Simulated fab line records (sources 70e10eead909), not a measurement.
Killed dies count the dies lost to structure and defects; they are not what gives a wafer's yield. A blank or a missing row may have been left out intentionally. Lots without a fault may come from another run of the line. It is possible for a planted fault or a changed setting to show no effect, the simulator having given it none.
fab line records    flow nand-harc
record: lots: 13  wafers: 39  last-day: 34
route steps=1302 shown A_SOURCE_PLATE@420 A_ONON_D1@444 A_CHANNEL_HOLE_D1@464 END@1302
lots that met no fault: from a run of the same line without faults
start-h: the number of hours between the record's first day and the start of the first shown wafer of the lot    wait-h: hours elapsed since this lot's preceding step    " as in the row above    L1.1+2: several wafers, shown together as one row    - no value present, or no start provided    * or withheld: withheld    < > ~ a bound
route shown NAME@n: a module of which the file shows steps, and the number in the route of the first    usual: mean/standard deviation of fault-free wafers    same: alike in all rows    chamber/n: place in a boat    sites: each site's reading    _std_site: how widely they spread, as a standard deviation    _edge_site: the outer-site mean with the inner-site mean subtracted    radius-mm: how far each site lies from the wafer's centre    mask NAME#n: copy n    behind: tool/chamber where the wafer was last shaped    hold: what put the lot on hold/how long, in hours/how the hold closed    device: the transistor (n, p or np) that didn't switch    end of line: tests of these same wafers at the route's end    step lacking rows: just its recipe    killed: dies lost to structure and defects at the first sort, not the wafer's yield    map: the dies of a wafer, with x for killed, . for not killed, _ for no die there
set.NAME: the setting the step ran with; set.NAME@STEP: the setting that earlier step ran with    model.NAME: the simulator's own value behind a step, which no gauge read
route steps across a sampled set of lots; one table per step, one row per wafer
services: a tool's chamber out of use, with start hour (start-h, from the record's first day; less than 0 if before it), hours out, and reason
== steps ==
step: NHARC_A_SOURCE_PLATE_THK_MEAS_06
recipe: thk-meas-gauge: ellipsometry
usual: thk-nm: 200.2/2.2
lot.wafer  tool           chamber  start-h  wait-h  thk-nm
L243.1     film-metro-01  -        155.83   0.4     202.7
L243.2     "              -        "        "       204.0
L243.4     "              -        "        "       201.7
L246.1     film-metro-01  -        188.92   0.4     200.5
L246.2     "              -        "        "       200.7
L246.4     "              -        "        "       200.0
L247.2     film-metro-01  -        198.55   0.4     197.1
L247.4     "              -        "        "       198.9
L247.5     "              -        "        "       197.1
L249.2     film-metro-01  -        216.11   0.4     202.6
L249.3     "              -        "        "       200.8
L249.5     "              -        "        "       203.2
L250.4     film-metro-01  -        233.08   0.4     198.3
L250.5     "              -        "        "       198.1
L250.6     "              -        "        "       199.7
L252.2     film-metro-01  -        250.01   0.4     200.4
L252.3     "              -        "        "       202.4
L252.5     "              -        "        "       200.8
L253.1     film-metro-01  -        261.96   0.4     199.2
L253.2     "              -        "        "       199.1
L253.6     "              -        "        "       199.6
L254.2     film-metro-01  -        274.14   0.4     199.2
L254.3     "              -        "        "       199.3
L254.6     "              -        "        "       197.5
L261.2     film-metro-01  -        339.33   0.4     198.7
L261.3     "              -        "        "       200.0
L261.5     "              -        "        "       201.0
L262.2     film-metro-01  -        353.21   0.4     201.6
L262.3     "              -        "        "       204.5
L262.6     "              -        "        "       201.8
L264.2     film-metro-02  -        369.40   0.4     203.1
L264.4     "              -        "        "       201.5
L264.5     "              -        "        "       201.2
L265.2     film-metro-01  -        378.99   0.4     199.6
L265.4     "              -        "        "       201.8
L265.6     "              -        "        "       200.9
L266.1     film-metro-02  -        396.46   0.4     200.3
L266.3     "              -        "        "       200.9
L266.5     "              -        "        "       203.2
step: NHARC_A_ONON_D1_DEP_28
recipe: target-thk-a: 10000  n2-flow-sccm: 2750  n2o-flow-sccm: 2000  nh3-flow-sccm: 500  sih4-flow-sccm: 210  temp-c: 400
lot.wafer   tool           chamber  start-h  wait-h
L243.1+2+4  pecvd-onon-03  0        168.31   0.1
L246.1+2+4  pecvd-onon-04  0        202.53   0.1
L247.2+4+5  pecvd-onon-03  0        211.12   0.1
L249.2+3+5  pecvd-onon-02  0        228.40   0.1
L250.4+5+6  pecvd-onon-04  0        248.82   0.2
L252.2+3+5  pecvd-onon-04  0        262.31   0.1
L253.1+2+6  pecvd-onon-02  0        274.22   0.1
L254.2+3+6  pecvd-onon-02  0        290.68   0.1
L261.2+3+5  pecvd-onon-04  0        352.42   0.1
L262.2+3+6  pecvd-onon-03  0        368.96   0.1
L264.2+4+5  pecvd-onon-02  0        381.92   0.1
L265.2+4+6  pecvd-onon-02  0        391.52   0.1
L266.1+3+5  pecvd-onon-02  0        413.43   0.2
step: NHARC_A_ONON_D1_THK_MEAS_30
recipe: thk-meas-gauge: ellipsometry
usual: thk-nm: 1001/8.2
lot.wafer  tool           chamber  start-h  wait-h  thk-nm
L243.1     film-metro-02  -        168.83   -       981
L243.2     "              -        "        "       982
L243.4     "              -        "        "       981
L246.1     film-metro-01  -        203.05   -       998
L246.2     "              -        "        "       997
L246.4     "              -        "        "       997
L247.2     film-metro-02  -        211.58   -       1006
L247.4     "              -        "        "       1007
L247.5     "              -        "        "       1007
L249.2     film-metro-01  -        228.85   -       997
L249.3     "              -        "        "       997
L249.5     "              -        "        "       994
L250.4     film-metro-01  -        249.16   -       997
L250.5     "              -        "        "       998
L250.6     "              -        "        "       998
L252.2     film-metro-01  -        262.77   -       1021
L252.3     "              -        "        "       1023
L252.5     "              -        "        "       1021
L253.1     film-metro-01  -        274.73   -       718
L253.2     "              -        "        "       1005
L253.6     "              -        "        "       720
L254.2     film-metro-02  -        291.14   -       1011
L254.3     "              -        "        "       1010
L254.6     "              -        "        "       725
L261.2     film-metro-01  -        352.88   -       999
L261.3     "              -        "        "       999
L261.5     "              -        "        "       1000
L262.2     film-metro-01  -        369.42   -       1000
L262.3     "              -        "        "       1001
L262.6     "              -        "        "       1000
L264.2     film-metro-01  -        382.38   -       996
L264.4     "              -        "        "       995
L264.5     "              -        "        "       996
L265.2     film-metro-01  -        391.98   -       997
L265.4     "              -        "        "       995
L265.6     "              -        "        "       997
L266.1     film-metro-02  -        413.97   -       1010
L266.3     "              -        "        "       1010
L266.5     "              -        "        "       1007
step: NHARC_A_CHANNEL_HOLE_D1_INSPECT_12
usual: raw-defect-count: 5.7/3
lot.wafer  tool               chamber  start-h  wait-h  raw-defect-count
L243.1     defect-inspect-02  -        175.09   0.0     6
L243.2     "                  -        "        "       2
L243.4     "                  -        "        "       5
L246.1     defect-inspect-01  -        206.28   0.0     3
L246.2     "                  -        "        "       5
L246.4     "                  -        "        "       9
L247.2     defect-inspect-01  -        214.82   0.0     7
L247.4     "                  -        "        "       7
L247.5     "                  -        "        "       1
L249.2     defect-inspect-01  -        232.43   0.0     4
L249.3     "                  -        "        "       3
L249.5     "                  -        "        "       1
L250.4     defect-inspect-02  -        252.56   0.0     5
L250.5     "                  -        "        "       1
L250.6     "                  -        "        "       3
L252.2     defect-inspect-02  -        266.15   0.1     5
L252.3     "                  -        "        "       9
L252.5     "                  -        "        "       15
L253.2     defect-inspect-01  -        281.96   0.0     5
L254.2     defect-inspect-02  -        294.83   0.0     7
L254.3     "                  -        "        "       9
L261.2     defect-inspect-02  -        356.23   0.0     5
L261.3     "                  -        "        "       5
L261.5     "                  -        "        "       9
L262.2     defect-inspect-01  -        372.79   0.0     4
L262.3     "                  -        "        "       2
L262.6     "                  -        "        "       4
L264.2     defect-inspect-02  -        387.68   0.0     7
L264.4     "                  -        "        "       7
L264.5     "                  -        "        "       5
L265.2     defect-inspect-01  -        395.26   0.0     5
L265.4     "                  -        "        "       5
L265.6     "                  -        "        "       2
L266.1     defect-inspect-01  -        417.88   0.0     4
L266.3     "                  -        "        "       7
L266.5     "                  -        "        "       1
step: NHARC_A_CHANNEL_HOLE_D1_DESCUM_15
recipe: time-s: 3  o2-flow-sccm: 200  ar-flow-sccm: 0  bias-power-w: 0  chemistry: O2
usual: drypump-motor-current-A: 5.7/0.35  oes-product-au: 0.999/0.01  rf-vpp-V: 57.8/0.95  showerhead-plenum-p-Torr: 1.91/0.093  throttle-valve-pct: 11.311/0.0091
same: time-s: 3
lot.wafer  tool         chamber  start-h  wait-h  drypump-motor-current-A  oes-product-au  rf-hours-counter-h  rf-vpp-V  showerhead-plenum-p-Torr  throttle-valve-pct
L243.2     rie-diel-02  1        175.16   0.1     6.1                      1.017           11                  58.9      2.03                      11.311
L243.1     "            2        "        "       5.2                      0.992           12                  58.5      2.06                      11.322
L243.4     "            3        "        "       5.8                      0.998           12                  56.3      1.80                      11.313
L246.2     rie-diel-02  2        206.36   0.1     5.3                      0.992           16                  58.5      2.06                      11.315
L246.1     "            3        "        "       5.8                      0.998           16                  55.4      1.80                      11.323
L246.4     "            2        "        "       5.2                      1.001           -                   58.1      2.06                      11.313
L247.2     rie-diel-07  2        214.89   0.1     5.5                      0.992           33                  56.1      1.89                      11.304
L247.4     "            0        "        "       5.0                      1.007           20                  57.6      1.85                      11.305
L247.5     "            1        "        "       5.3                      0.997           -                   58.7      2.07                      11.301
L249.2     rie-diel-02  1        232.51   0.1     6.2                      1.013           0                   57.6      2.03                      11.299
L249.3     "            2        "        "       5.2                      0.974           0                   58.5      2.06                      11.320
L249.5     "            0        "        "       5.9                      0.998           -                   56.5      1.90                      11.311
L250.6     rie-diel-02  2        252.66   0.1     5.2                      0.986           -                   57.0      2.06                      11.303
L250.4     "            3        "        "       5.8                      0.989           -                   57.4      1.80                      11.330
L250.5     "            0        "        "       5.9                      0.993           -                   57.4      1.90                      11.301
L252.3     rie-diel-02  3        266.21   0.1     5.8                      1.006           3                   57.4      1.80                      11.312
L252.2     "            0        "        "       5.9                      1.006           3                   58.5      1.90                      11.307
L252.5     "            2        "        "       5.2                      0.982           -                   58.7      2.05                      11.304
L253.2     rie-diel-02  1        282.02   0.1     6.2                      1.010           1                   59.4      2.03                      11.315
L254.3     rie-diel-01  3        294.90   0.1     6.2                      1.013           30                  58.1      1.83                      11.324
L254.2     "            2        "        "       6.0                      1.001           27                  57.0      1.92                      11.319
L261.2     rie-diel-02  0        356.29   0.1     5.9                      1.003           10                  58.5      1.89                      11.324
L261.3     "            3        "        "       5.8                      0.994           10                  57.8      1.79                      11.299
L261.5     "            0        "        "       5.9                      0.998           -                   56.9      1.89                      11.307
L262.3     rie-diel-02  2        372.85   0.1     5.3                      0.975           11                  57.5      2.05                      11.333
L262.2     "            0        "        "       5.9                      0.995           11                  58.9      1.89                      11.313
L262.6     "            2        "        "       5.3                      0.983           -                   58.5      2.05                      11.297
L264.2     rie-diel-02  2        387.74   0.1     5.2                      0.990           11                  58.5      2.05                      11.296
L264.4     "            3        "        "       5.8                      0.987           12                  58.7      1.79                      11.303
L264.5     "            2        "        "       5.2                      0.995           -                   58.7      2.05                      11.300
L265.2     rie-diel-07  3        395.32   0.1     5.8                      0.993           39                  56.7      1.88                      11.319
L265.4     "            2        "        "       5.5                      0.992           32                  57.1      1.87                      11.305
L265.6     "            3        "        "       5.8                      1.000           -                   58.7      1.87                      11.310
L266.3     rie-diel-01  3        417.94   0.1     6.2                      1.010           11                  57.7      1.82                      11.317
L266.1     "            1        "        "       5.6                      1.003           9                   57.2      1.94                      11.302
L266.5     "            0        "        "       5.3                      1.002           -                   56.7      1.85                      11.316
step: NHARC_END_SORT_01
recipe: temp-c: 25
usual: killed-at-array: 55/15  killed-at-other: 1.0/1.2  killed-at-periphery: 3.4/2.2  killed-dies: 59/15  killed-open: 3.2/2  killed-short: 2.5/1.7
same: gross-dies: 677
lot.wafer  tool       chamber  start-h  wait-h  killed-at-array  killed-at-other  killed-at-periphery  killed-dies  killed-open  killed-short
L253.1     prober-01  0        677.56   2.5     671              0                6                    677          2            6
L253.2     prober-01  0        678.37   2.8     34               0                4                    38           1            1
L253.6     prober-01  0        681.60   4.0     673              0                4                    677          0            1
L254.2     prober-02  0        678.39   2.8     81               0                6                    87           1            3
L254.3     prober-02  0        679.18   3.1     70               1                5                    76           0            5
L254.6     prober-02  0        681.55   3.9     672              2                3                    677          4            2
killed by level:class
L253.1 A_ONON_D1:area-dep=635 A_CHANNEL_HOLE_D2:chamber-film-flake=12 A_CHANNEL_HOLE_D1:chamber-film-flake=4 A_DECK1_JOINT:chamber-film-flake=4 P_GATE:chamber-film-flake=3 A_CONTACT:chamber-film-flake=3 A_SLIT:chamber-film-flake=3 A_WL_FILL:geometric-particle:short=2
L253.2 A_CHANNEL_HOLE_D2:chamber-film-flake=15 A_CHANNEL_HOLE_D1:chamber-film-flake=8 P_M1:chamber-film-flake=4 A_CONTACT:chamber-film-flake=3 A_STAIRCASE:chamber-film-flake=2 A_SLIT:chamber-film-flake=2 A_CHANNEL_HOLE_D1:geometric-particle:open=1 A_CHANNEL_FILL_D1:geometric-particle:short=1
L254.2 A_SLIT:chamber-film-flake=37 A_CHANNEL_HOLE_D1:chamber-film-flake=34 P_GATE:chamber-film-flake=6 A_STAIRCASE:chamber-film-flake=5 A_CHANNEL_FILL_D1:geometric-particle:short=1 A_DECK1_JOINT:geometric-particle:short=1 A_CHANNEL_HOLE_D2:geometric-particle:short=1 A_BLC:geometric-particle:open=1
L254.3 A_SLIT:chamber-film-flake=37 A_CHANNEL_HOLE_D1:chamber-film-flake=19 A_STAIRCASE:chamber-film-flake=7 P_GATE:chamber-film-flake=4 A_WL_FILL:geometric-particle:short=3 A_CONTACT:chamber-film-flake=3 P_CONTACT:geometric-particle:short=1 STARTING-WAFER:geometric-particle:short=1
L254.6 A_ONON_D1:area-dep=579 A_CHANNEL_HOLE_D1:chamber-film-flake=39 A_SLIT:chamber-film-flake=31 A_STAIRCASE:chamber-film-flake=11 A_CONTACT:chamber-film-flake=3 A_WL_FILL:geometric-particle:short=2 P_GATE:chamber-film-flake=2 THIN_TSV:chamber-film-flake=2
L253.6 A_ONON_D1:area-dep=643 A_CHANNEL_HOLE_D2:chamber-film-flake=13 A_CHANNEL_HOLE_D1:chamber-film-flake=6 A_STAIRCASE:chamber-film-flake=5 P_GATE:chamber-film-flake=3 A_SLIT:chamber-film-flake=3 A_ONON_D2:geometric-particle:short=1 P_M1:chamber-film-flake=1
== services ==
tool           chamber  start-h  hours  kind
rie-diel-02    0        147.10   -      clean
rie-diel-02    1        147.10   -      clean
rie-diel-02    2        147.10   -      clean
rie-diel-02    3        147.10   -      clean
rie-diel-02    0        171.60   -      clean
rie-diel-02    1        171.60   -      clean
rie-diel-02    2        171.60   -      clean
rie-diel-02    1        182.95   24.7   repair
pecvd-onon-02  -        185.00   13.0   pm
rie-diel-01    1        199.62   19.6   repair
rie-diel-01    -        205.41   9.0    pm
pecvd-onon-04  -        207.58   5.2    repair
rie-diel-02    -        216.70   9.0    pm
pecvd-onon-03  -        227.00   13.0   pm
rie-diel-02    1        242.68   32.1   repair
rie-diel-07    -        296.83   9.0    pm
pecvd-onon-04  -        311.24   13.0   pm
rie-diel-01    0        349.82   14.4   repair
rie-diel-07    2        364.79   12.7   repair
pecvd-onon-02  -        366.00   13.0   pm
rie-diel-01    -        383.18   9.0    pm
rie-diel-02    -        393.70   9.0    pm
rie-diel-01    0        397.08   3.2    repair
pecvd-onon-03  -        408.00   13.0   pm
== key ==
first-sign: step: NHARC_A_ONON_D1_THK_MEAS_30  reading: thk-nm  direction: down  sigmas: 34  usual: 1001  struck: 721
effect: step: NHARC_END_SORT_01  reading: killed-dies  direction: up  sigmas: 42  usual: 59  struck: 677
more-kills-born-at: NHARC_A_ONON_D1_DEP_28@pecvd-onon-02: 1857
met-at NHARC_A_ONON_D1_DEP_28
struck-lots L253,L254
struck-wafers L253.1,L253.6,L254.6
later-rows-left-out L253.1,L253.6,L254.6
tester-left-out L253,L254
not-acting-at NHARC_A_SOURCE_PLATE_THK_MEAS_06,NHARC_A_CHANNEL_HOLE_D1_INSPECT_12,NHARC_A_CHANNEL_HOLE_D1_DESCUM_15
onset-between 228.40 274.22
fault: kind: process-parameter-drift  tool: pecvd-onon-02  chamber: -  onset-h: 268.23  steps: NHARC_A_ONON_D1_DEP_28  channel: target-thk-a  offset: *  shape: step  end-h: 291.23  scope: struck-wafers-only  acts-in: *  stated: *
tester-left-out: of these lots the tester's yield and bins aren't shown, on N5 and GAA mostly nor the transistor test; their killed dies are dies lost to structure and defects alone, not to doping, threshold or leakage, so they don't give the yield
later-rows-left-out: the simulator's readings of these wafers behind a module that went badly wrong aren't trusted and aren't shown, but for the sort
